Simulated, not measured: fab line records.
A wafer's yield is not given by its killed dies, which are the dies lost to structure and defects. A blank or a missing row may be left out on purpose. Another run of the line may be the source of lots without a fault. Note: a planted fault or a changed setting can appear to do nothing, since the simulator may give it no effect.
fab line records	flow n5-finfet
record lots=10	wafers=30	last-day=17
route steps=1938 shown BEOL_M10@1493 PASSIVATION@1936
lots that met no fault: from a run of the same line without faults
start-h: hours from the record's opening day to when the first of the lot's shown wafers began	wait-h: hours elapsed since this lot's preceding step	" as in the row above	L1.1+2: a row that stands for several wafers	- value missing, or start not given	* or withheld: withheld	< > ~ a bound
route shown NAME@n: NAME is a module with steps in the file, n the number in the route of the first one	usual: average and standard deviation across the fault-free wafers	same: alike in all rows	chamber/n: place in a boat	sites: each site's reading	_std_site: the values' standard deviation	_edge_site: outer sites' mean less inner sites'	radius-mm: how far each site lies from the wafer's centre	mask NAME#n: copy n	behind: the tool/chamber that last shaped the wafer	hold: the reason the lot was held/the length of the hold in hours/how it ended	device: the n, p or np transistor that did not switch	end of line: tests run on the same wafers once the route is complete	a step with no rows: only its recipe	killed: count of dies lost to structure and defects at first sort (not the wafer's yield)	map: shows each die of a wafer: x if killed, . if not, _ if none is there
set.NAME: the run value of the setting; set.NAME@STEP: its run value at that earlier step	model.NAME: the simulator's own value behind a step, which no gauge read
one table for each step of the route and one row for each wafer, over a sample of lots
services: a tool's chamber out of use, with start hour (start-h, from the record's first day; less than 0 if before it), hours out, and reason
## steps
# step N5_BEOL_M10_CD_MEAS_18
# recipe pitch-nm=140	target-cd-nm=70
# usual cd-nm=70.1/0.6
lot.wafer	tool	chamber	start-h	wait-h	cd-nm
L883.1	cd-sem-02	-	211.15	0.0	69.9
L883.2	"	-	"	"	70.0
L883.5	"	-	"	"	70.5
L884.1	cd-sem-03	-	218.43	0.0	70.0
L884.2	"	-	"	"	70.8
L884.3	"	-	"	"	70.2
L886.2	cd-sem-03	-	224.95	0.1	70.8
L886.3	"	-	"	"	71.5
L886.5	"	-	"	"	69.0
L889.4	cd-sem-01	-	250.92	0.0	71.1
L889.5	"	-	"	"	71.0
L889.6	"	-	"	"	70.8
L890.3	cd-sem-01	-	261.44	0.1	69.7
L890.4	"	-	"	"	69.8
L890.5	"	-	"	"	70.8
L891.1	cd-sem-03	-	268.88	0.0	69.8
L891.2	"	-	"	"	69.7
L891.6	"	-	"	"	70.0
L897.1	cd-sem-01	-	323.47	0.0	71.3
L897.4	"	-	"	"	71.4
L897.5	"	-	"	"	70.0
L899.3	cd-sem-03	-	327.59	0.1	68.9
L899.5	"	-	"	"	68.5
L899.6	"	-	"	"	69.1
L906.1	cd-sem-02	-	357.23	0.0	69.9
L906.2	"	-	"	"	70.1
L906.3	"	-	"	"	69.8
L905.1	cd-sem-03	-	360.19	0.0	70.1
L905.4	"	-	"	"	69.8
L905.6	"	-	"	"	68.9
# step N5_BEOL_M10_DESCUM_33
# recipe chemistry=O2	time-s=7.9	source-power-w=50	bias-power-w=20	pressure-mtorr=20	rf-frequency-hz=2.712e+07	temp-c=40	resist=CAR-ArF	o2-flow-sccm=225
# usual drypump-motor-current-A=6.0/0.45	oes-product-au=0.81/0.11	rf-vpp-V=243.2/1.4	showerhead-plenum-p-Torr=2.09/0.074	throttle-valve-pct=20.29/0.25
lot.wafer	tool	chamber	start-h	wait-h	drypump-motor-current-A	oes-product-au	rf-hours-counter-h	rf-vpp-V	showerhead-plenum-p-Torr	throttle-valve-pct
L883.1	rie-diel-04	1	211.84	0.0	6.1	0.67	245	243.4	2.16	20.31
L883.2	"	2	"	"	6.3	0.70	228	242.9	2.04	20.61
L883.5	"	3	"	"	6.1	0.79	-	241.6	2.01	20.18
L884.1	rie-diel-04	0	220.30	0.3	6.5	0.69	218	244.6	2.17	20.31
L884.2	"	1	"	"	6.1	0.68	248	243.6	2.16	20.29
L884.3	"	3	"	"	6.1	0.79	136	243.8	2.01	20.17
L886.2	rie-diel-04	0	227.52	0.0	6.6	0.68	220	245.6	2.17	20.30
L886.3	"	1	"	"	6.1	0.67	249	243.8	2.16	20.29
L886.5	"	3	"	"	6.1	0.78	-	241.4	2.01	20.19
L889.4	rie-diel-04	3	251.77	0.0	6.1	0.77	-	242.6	2.00	20.19
L889.5	"	2	"	"	6.4	0.69	-	240.6	2.03	20.59
L889.6	"	0	"	"	6.6	0.68	-	243.9	2.17	20.32
L890.3	rie-diel-04	0	263.97	0.0	6.6	0.67	-	244.3	2.17	20.31
L890.4	"	2	"	"	6.4	0.68	-	243.5	2.03	20.61
L890.5	"	2	"	"	6.4	0.69	-	242.1	2.03	20.61
L891.1	rie-diel-03	3	271.02	0.0	5.5	0.84	75	242.2	2.03	20.42
L891.2	"	0	"	"	5.4	0.69	223	242.0	2.08	20.56
L891.6	"	1	"	"	6.6	0.82	-	241.2	2.02	20.10
L897.1	rie-diel-04	2	326.04	0.7	6.3	0.93	16	240.8	2.03	20.24
L897.4	"	2	"	"	6.4	0.94	-	242.5	2.03	20.22
L897.5	"	1	"	"	6.1	0.90	-	243.8	2.15	20.03
L899.3	rie-diel-04	2	328.21	0.0	6.4	0.93	17	243.6	2.03	20.26
L899.5	"	0	"	"	6.6	0.97	-	244.9	2.16	20.04
L899.6	"	1	"	"	6.1	0.89	-	244.0	2.15	20.03
L906.1	rie-diel-03	3	358.34	0.0	5.5	0.81	106	241.5	2.02	20.46
L906.2	"	1	"	"	6.6	0.79	122	242.0	2.01	20.13
L906.3	"	2	"	"	5.9	0.90	34	243.2	2.13	20.72
L905.1	rie-diel-05	1	362.24	0.0	5.0	0.96	6	243.5	2.05	19.88
L905.4	"	0	"	"	5.9	0.88	38	245.8	2.23	20.03
L905.6	"	0	"	"	5.9	0.88	-	244.4	2.23	20.01
# step N5_BEOL_M10_STRIP_36
# recipe chemistry=N2/H2	power-w=450	temp-c=40	pressure-mtorr=20	rf-frequency-hz=6e+07	overash-fraction=0.3	bias-power-w=7	h2-frac=0.5	n2-flow-sccm=200	h2-flow-sccm=200
# usual drypump-motor-current-A=6.1/0.45	oes-product-au=0.81/0.11	rf-vpp-V=59.2/1.8	showerhead-plenum-p-Torr=2.54/0.081	throttle-valve-pct=23.6/0.33
lot.wafer	tool	chamber	start-h	wait-h	drypump-motor-current-A	oes-product-au	rf-hours-counter-h	rf-vpp-V	showerhead-plenum-p-Torr	throttle-valve-pct
L883.1	rie-diel-04	1	212.11	0.0	6.1	0.69	245	62.9	2.60	23.3
L883.2	"	2	"	"	6.4	0.70	228	58.7	2.51	23.9
L883.5	"	3	"	"	6.1	0.79	-	60.1	2.44	23.5
L884.1	rie-diel-04	0	220.57	0.0	6.6	0.69	218	61.9	2.61	23.4
L884.2	"	1	"	"	6.0	0.68	248	63.4	2.61	23.3
L884.3	"	3	"	"	6.1	0.77	136	59.2	2.44	23.5
L886.2	rie-diel-04	0	227.79	0.0	6.6	0.69	220	59.3	2.61	23.4
L886.3	"	1	"	"	6.1	0.66	249	58.7	2.60	23.3
L886.5	"	3	"	"	6.1	0.78	-	58.6	2.44	23.5
L889.4	rie-diel-04	3	252.05	0.0	6.1	0.77	-	57.9	2.44	23.5
L889.5	"	2	"	"	6.4	0.68	-	58.5	2.51	23.9
L889.6	"	0	"	"	6.6	0.67	-	58.8	2.61	23.4
L890.3	rie-diel-04	0	264.38	0.0	6.6	0.69	-	55.4	2.61	23.4
L890.4	"	2	"	"	6.4	0.67	-	58.1	2.50	23.9
L890.5	"	2	"	"	6.4	0.68	-	59.0	2.50	24.0
L891.1	rie-diel-03	3	271.29	0.0	5.5	0.84	75	57.3	2.48	23.7
L891.2	"	0	"	"	5.4	0.69	224	57.3	2.49	23.6
L891.6	"	1	"	"	6.6	0.82	-	59.8	2.47	23.4
L897.1	rie-diel-04	2	326.31	0.0	6.4	0.94	16	58.4	2.50	23.6
L897.4	"	2	"	"	6.3	0.92	-	58.9	2.50	23.6
L897.5	"	1	"	"	6.1	0.90	-	59.2	2.59	23.1
L899.3	rie-diel-04	2	328.49	0.0	6.4	0.92	18	57.7	2.49	23.6
L899.5	"	0	"	"	6.6	0.94	-	59.5	2.60	23.2
L899.6	"	1	"	"	6.1	0.90	-	61.2	2.59	23.1
L906.1	rie-diel-03	3	358.62	0.0	5.5	0.82	106	55.4	2.47	23.7
L906.2	"	1	"	"	6.6	0.80	122	60.9	2.45	23.4
L906.3	"	2	"	"	6.0	0.90	34	58.7	2.59	24.2
L905.1	rie-diel-05	1	362.51	0.0	5.0	0.95	6	59.3	2.50	23.3
L905.4	"	0	"	"	5.9	0.87	38	57.6	2.71	23.3
L905.6	"	0	"	"	5.8	0.87	-	61.9	2.71	23.3
# step N5_BEOL_M10_TRENCH_ETCH_37
# recipe chemistry=C4F6/O2	target-depth-a=1488.3	target=SiCOH_lowk	time-s=48	ion-energy-ev=250	pressure-mtorr=30	source-w=345	bias-w=185	Ar_flow_sccm=300	C4F6_flow_sccm=10	O2_flow_sccm=10
# usual bias-w=185.0/0.57	drypump-motor-current-A=6.1/0.45	oes_ar_750_au=0.81/0.1	oes-product-au=0.81/0.11	rf-vpp-V=664/11	showerhead-plenum-p-Torr=2.85/0.083	throttle-valve-pct=20.81/0.27
lot.wafer	tool	chamber	start-h	wait-h	bias-w	drypump-motor-current-A	oes_ar_750_au	oes-product-au	rf-hours-counter-h	rf-vpp-V	showerhead-plenum-p-Torr	throttle-valve-pct
L883.1	rie-diel-04	1	212.15	-	185.8	6.1	0.69	0.68	245	663	2.91	20.67
L883.2	"	2	"	"	184.0	6.4	0.70	0.69	228	653	2.79	21.15
L883.5	"	3	"	"	184.5	6.1	0.78	0.78	-	683	2.75	20.75
L884.1	rie-diel-04	0	220.61	-	185.1	6.6	0.69	0.68	218	676	2.93	20.71
L884.2	"	1	"	"	184.9	6.1	0.69	0.67	248	661	2.91	20.68
L884.3	"	3	"	"	186.0	6.1	0.77	0.77	136	682	2.75	20.75
L886.2	rie-diel-04	0	227.83	-	184.1	6.6	0.69	0.69	220	674	2.93	20.71
L886.3	"	1	"	"	183.8	6.1	0.69	0.68	249	662	2.91	20.67
L886.5	"	3	"	"	186.1	6.1	0.78	0.77	-	683	2.75	20.77
L889.4	rie-diel-04	3	252.09	-	184.5	6.1	0.77	0.77	-	682	2.74	20.77
L889.5	"	2	"	"	185.8	6.4	0.69	0.68	-	652	2.78	21.15
L889.6	"	0	"	"	185.7	6.6	0.68	0.67	-	674	2.92	20.71
L890.3	rie-diel-04	0	264.44	-	185.0	6.6	0.68	0.66	-	673	2.92	20.71
L890.4	"	2	"	"	186.0	6.4	0.69	0.68	-	650	2.78	21.17
L890.5	"	2	"	"	185.7	6.4	0.69	0.67	-	651	2.78	21.17
L891.1	rie-diel-03	3	271.33	-	184.5	5.5	0.83	0.84	75	670	2.79	21.04
L891.2	"	0	"	"	184.4	5.3	0.69	0.68	224	661	2.82	21.05
L891.6	"	1	"	"	184.4	6.6	0.83	0.82	-	656	2.77	20.70
L897.1	rie-diel-04	2	326.35	-	198.9	6.4	0.93	0.93	16	689	2.77	20.81
L897.4	"	2	"	"	198.9	6.4	0.94	0.92	-	690	2.77	20.81
L897.5	"	1	"	"	185.8	6.1	0.91	0.90	-	661	2.90	20.40
L899.3	rie-diel-04	2	328.53	-	198.9	6.3	0.93	0.95	18	690	2.77	20.81
L899.5	"	0	"	"	186.1	6.5	0.94	0.97	-	673	2.91	20.43
L899.6	"	1	"	"	184.4	6.1	0.90	0.90	-	662	2.90	20.40
L906.1	rie-diel-03	3	358.66	-	184.8	5.5	0.80	0.81	106	670	2.78	21.10
L906.2	"	1	"	"	185.3	6.6	0.80	0.79	122	656	2.76	20.72
L906.3	"	2	"	"	184.7	6.0	0.89	0.89	34	665	2.90	21.23
L905.1	rie-diel-05	1	362.55	-	185.2	5.0	0.92	0.93	6	646	2.80	20.44
L905.4	"	0	"	"	185.3	5.9	0.87	0.89	38	656	3.00	20.41
L905.6	"	0	"	"	184.9	5.9	0.88	0.88	-	656	3.00	20.41
# step N5_PASSIVATION_PROBE_49
# usual defect-limited-yield=91.1/1.4	killed_at_M0_to_M3=34/11	killed_at_M4_up=14/5.7	killed-at-contacts=14/6.9	killed-at-front-end=40/11	killed-at-other=4/3.1	killed-dies=105/17	killed-open=70/13	killed-short=34/7.6	sort_bin_5_function=5.3/0.95	sort_bin_6_memory=3.3/0.64	sort-n-pass=1075/17	sort-yield-pct=91.1/1.4
# same gross-dies=1180	killed-at-back-side=0	sort_bin_4_leakage[%]=0	sort_bin_8_speed[%]=0
lot.wafer	tool	chamber	start-h	wait-h	defect-limited-yield[%]	killed_at_M0_to_M3	killed_at_M4_up	killed-at-contacts	killed-at-front-end	killed-at-other	killed-dies	killed-open	killed-short	sort_bin_5_function[%]	sort_bin_6_memory[%]	sort-n-pass	sort-yield-pct[%]
L890.3	prober-01	-	313.49	0.1	91.1	32	14	18	39	2	105	70	31	4.9	3.9	1075	91.1
L890.4	prober-01	-	313.54	0.2	91.9	32	15	15	32	2	96	58	35	4.5	3.1	1084	91.9
L890.5	prober-01	-	313.59	0.2	91.7	22	19	9	41	7	98	55	39	4.6	3.3	1082	91.7
L897.5	prober-01	-	369.58	0.2	90.8	34	14	6	50	5	109	67	41	4.9	3.9	1071	90.8
L899.3	prober-01	-	374.86	0.1	89.6	64	17	14	28	0	123	86	36	6.1	3.8	1057	89.6
L899.5	prober-01	-	374.96	0.2	93.1	26	25	10	19	1	81	59	20	3.5	3.1	1099	93.1
L899.6	prober-01	-	375.01	0.3	88.0	54	16	13	56	3	142	102	39	7.3	4.5	1038	88.0
# killed by level:class
L890.3 MOL_CONTACT_COAG:geometric-particle:open=13 BEOL_M0_SAQP:geometric-particle:short=8 FIN_SAQP:geometric-particle:open=7 BEOL_M3:geometric-particle:open=6 DUMMY_GATE:geometric-particle:open=5 ILD0:geometric-particle:open=5 STI_FIN_REVEAL:geometric-particle:open=4 BEOL_M0_SAQP:geometric-particle:open=4
L890.4 BEOL_M0_SAQP:geometric-particle:short=13 FIN_SAQP:geometric-particle:open=10 MOL_CONTACT_COAG:geometric-particle:open=9 BEOL_M3:geometric-particle:open=7 BEOL_M0_SAQP:geometric-particle:open=6 MOL_CONTACT_COAG:geometric-particle:short=5 ILD0:geometric-particle:open=5 BEOL_M4:geometric-particle:open=5
L890.5 FIN_SAQP:geometric-particle:open=10 GATE_CUT:geometric-particle:open=8 GATE_CUT:geometric-particle:short=7 MOL_CONTACT_COAG:geometric-particle:open=6 BEOL_M4:geometric-particle:open=6 BEOL_M0_SAQP:geometric-particle:short=5 FIN_SAQP:geometric-particle:short=4 STI_FIN_REVEAL:geometric-particle:open=3
L897.5 FIN_SAQP:geometric-particle:short=13 FIN_SAQP:geometric-particle:open=9 DUMMY_GATE:geometric-particle:open=9 STI_FIN_REVEAL:geometric-particle:open=8 BEOL_M0_SAQP:geometric-particle:short=7 BEOL_M2:geometric-particle:open=6 MOL_CONTACT_COAG:geometric-particle:open=6 BEOL_M0_SAQP:geometric-particle:open=5
L899.3 BEOL_M3:geometric-particle:open=19 BEOL_M1:geometric-particle:open=12 MOL_CONTACT_COAG:geometric-particle:open=11 BEOL_M0_SAQP:geometric-particle:open=8 BEOL_M2:geometric-particle:open=8 BEOL_M4:geometric-particle:open=8 BEOL_M0_SAQP:geometric-particle:short=6 FIN_SAQP:geometric-particle:open=4
L899.5 BEOL_M4:geometric-particle:open=18 MOL_CONTACT_COAG:geometric-particle:open=10 BEOL_M0_SAQP:geometric-particle:short=6 BEOL_M3:geometric-particle:open=6 BEOL_M1:geometric-particle:open=5 FIN_SAQP:geometric-particle:open=4 ILD0:geometric-particle:short=4 GATE_CUT:geometric-particle:open=4
L899.6 BEOL_M0_SAQP:geometric-particle:open=17 STI_FIN_REVEAL:geometric-particle:open=16 FIN_SAQP:geometric-particle:open=15 BEOL_M0_SAQP:geometric-particle:short=12 MOL_CONTACT_COAG:geometric-particle:open=11 BEOL_M3:geometric-particle:open=8 BEOL_M1:geometric-particle:open=8 BEOL_M4:geometric-particle:open=6
## services
tool	chamber	start-h	hours	kind
rie-diel-05	2	209.68	-	clean
rie-diel-04	-	223.43	2.3	repair
rie-diel-04	1	231.41	-	clean
rie-diel-04	1	231.41	-	consumable-replace:focus-ring
rie-diel-04	1	231.41	34.0	scheduled-down
rie-diel-04	1	231.41	34.0	vent-cycle
rie-diel-03	1	242.80	8.4	repair
rie-diel-03	2	252.65	-	clean
rie-diel-03	2	252.65	-	consumable-replace:focus-ring
rie-diel-03	2	252.65	16.5	scheduled-down
rie-diel-03	2	252.65	16.5	vent-cycle
rie-diel-04	3	254.77	12.9	repair
rie-diel-04	2	268.27	-	clean
rie-diel-04	2	268.27	-	consumable-replace:focus-ring
rie-diel-04	2	268.27	18.8	scheduled-down
rie-diel-04	2	268.27	18.8	vent-cycle
rie-diel-04	0	305.58	-	clean
rie-diel-04	0	305.58	-	consumable-replace:focus-ring
rie-diel-04	0	305.58	15.4	scheduled-down
rie-diel-04	0	305.58	15.4	vent-cycle
rie-diel-03	3	308.90	6.4	repair
rie-diel-04	3	323.50	7.8	repair
rie-diel-04	0	329.44	10.8	repair
rie-diel-03	0	331.16	12.6	repair
## key
first-sign step=N5_BEOL_M10_TRENCH_ETCH_37	reading=bias-w	direction=up	sigmas=24	usual=*	struck=*
effect step=N5_BEOL_M10_TRENCH_ETCH_37	reading=rf-vpp-V	direction=up	sigmas=2.3	usual=664	struck=690
met-at N5_BEOL_M10_TRENCH_ETCH_37
struck-lots L897,L899
struck-wafers L897.1,L897.4,L899.3
not-acting-at N5_BEOL_M10_CD_MEAS_18,N5_BEOL_M10_DESCUM_33,N5_BEOL_M10_STRIP_36
onset-between 264.44 326.35
fault kind=process-parameter-drift	tool=rie-diel-04	chamber=2	onset-h=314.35	steps=N5_BEOL_M10_TRENCH_ETCH_37	channel=bias-w	offset=*	shape=step	end-h=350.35	acts-in=*	stated=*
